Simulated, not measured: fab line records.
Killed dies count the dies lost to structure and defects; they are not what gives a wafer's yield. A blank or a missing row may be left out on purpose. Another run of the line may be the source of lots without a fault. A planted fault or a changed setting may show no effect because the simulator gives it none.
Problem report, 8D (eight disciplines) form, completed by code | flow nand_harc | the parts of the form that need people (team, actions taken, sign-off) are left out

## 1. WHAT IS WRONG
NHARC_A_BONDPAD_STRIP_15, chamber_pressure_mTorr: mean 53.38 mTorr over 1 wafer from 1 lot; wafers with no fault: 60.00 mTorr, standard deviation 0.056. So: -99 or more standard deviations from the usual mean.
The step: strips in O2.
First seen on wafer L691.4, day 30 06:05, on rie_diel-07. The record holds 15 wafers of 5 lots with a number at this step. Rule for "out" (also "out of limits"): further than 4 standard deviations from the usual mean. The rest of the wafers with a number are treated as sound.

## 2. WHAT THIS IS AND IS NOT
question                    | is                     | is not
which readings at this step | chamber_pressure_mTorr | drypump_motor_current_A, oes_product_au, rf_vpp_V, showerhead_plenum_p_Torr, throttle_valve_pct
which lots                  | L691                   | L675, L676, L682, L696
which wafers of those lots  | L691.4                 | L691.3, L691.6
read on which tools         | rie_diel-07            | rie_diel-09
when                        | from day 30 06:05      | up to then (11 sound wafers); but 3 sound wafers of L696 came after

## 3. WHAT RULES OUT EACH SUSPECT
Counting: any tool at a process step up to the reading remains a suspect provided it ran every lot that is out. Sound lots after the first of them don't rule it out here, since some wafers of a struck lot are sound.
- rie_diel-09 at NHARC_A_BONDPAD_DESCUM_11 (chemistry O2, time 3 s): kept. It ran the lot that is out, L691 (day 30 05:41).
- rie_diel-09 at NHARC_A_BONDPAD_ETCH_34 (etches the open film in N2/H2, target depth 60 nm, overetch 18 nm, time 65.91 s): kept. It ran the lot that is out, L691 (day 30 05:47).
- rie_diel-09 at NHARC_A_BONDPAD_ETCH_12 (etches the open film in CHF3/O2, target depth 220 nm, time 110 s): kept. It ran the lot that is out, L691 (day 30 06:01). NHARC_A_BONDPAD_ETCH_12 gives no start for some lots, so the hours and the order of its lots are those of NHARC_A_BONDPAD_CD_MEAS_13.
- rie_diel-07 at NHARC_A_BONDPAD_STRIP_15 (strips in O2): kept. The lot that is out, L691, ran on it at day 30 06:05; the last sound lot it ran before that was L682, at day 27 06:45. On those wafers its own readings are out: chamber_pressure_mTorr.
- At NHARC_A_BONDPAD_DESCUM_11 on rie_diel-09, chamber 1 took the sound wafers of the same lots and chamber 0 took the wafers that are out.
- At NHARC_A_BONDPAD_ETCH_34 on rie_diel-09, chamber 1 took the sound wafers of the same lots and chamber 3 took the wafers that are out.
- At NHARC_A_BONDPAD_ETCH_12, inside rie_diel-09: chamber 1 took the wafers that are out, while their sound lot-mates went through chambers 0, 2.
- At NHARC_A_BONDPAD_STRIP_15, inside rie_diel-07: chamber 3 took the wafers that are out, while their sound lot-mates went through chambers 1, 2.
Left after counting: rie_diel-09 at NHARC_A_BONDPAD_DESCUM_11, rie_diel-09 at NHARC_A_BONDPAD_ETCH_34, rie_diel-09 at NHARC_A_BONDPAD_ETCH_12, rie_diel-07 at NHARC_A_BONDPAD_STRIP_15.

## 4. THE CAUSE (what the simulator had put in)
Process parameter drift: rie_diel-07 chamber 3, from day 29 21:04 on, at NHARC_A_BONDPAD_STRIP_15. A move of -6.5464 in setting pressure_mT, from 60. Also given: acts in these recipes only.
After counting, 4 suspects remain, this tool included.

## 5. SEQUENCE OF EFFECTS, ordered by route
One row per reading whose mean, taken over the struck wafers that have a number, lies over 3 standard deviations from the usual. Only readings whose record carries a usual standard deviation are examined. hours: median over the lots of the time between each lot's start at the first step of this table that gives one and its start at this step. sigmas: the change, counted in usual standard deviations.
hours | step                     | reading                | usual       | on struck wafers | change | sigmas
0     | NHARC_A_BONDPAD_STRIP_15 | chamber_pressure_mTorr | 60.00 mTorr | 53.38            | -6.62  | -99 or more
Here are the process steps it includes:
- NHARC_A_BONDPAD_STRIP_15: strips in O2.
Later steps that measure or inspect, where all struck wafers having a row at the step show a number for every such reading and not one has moved that far: NHARC_END_SORT_01.

## 6. WHAT WOULD HAVE CAUGHT IT SOONER
In this record the first reading out of limits was taken at day 30 06:05, 9 hours after the fault began at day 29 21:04.
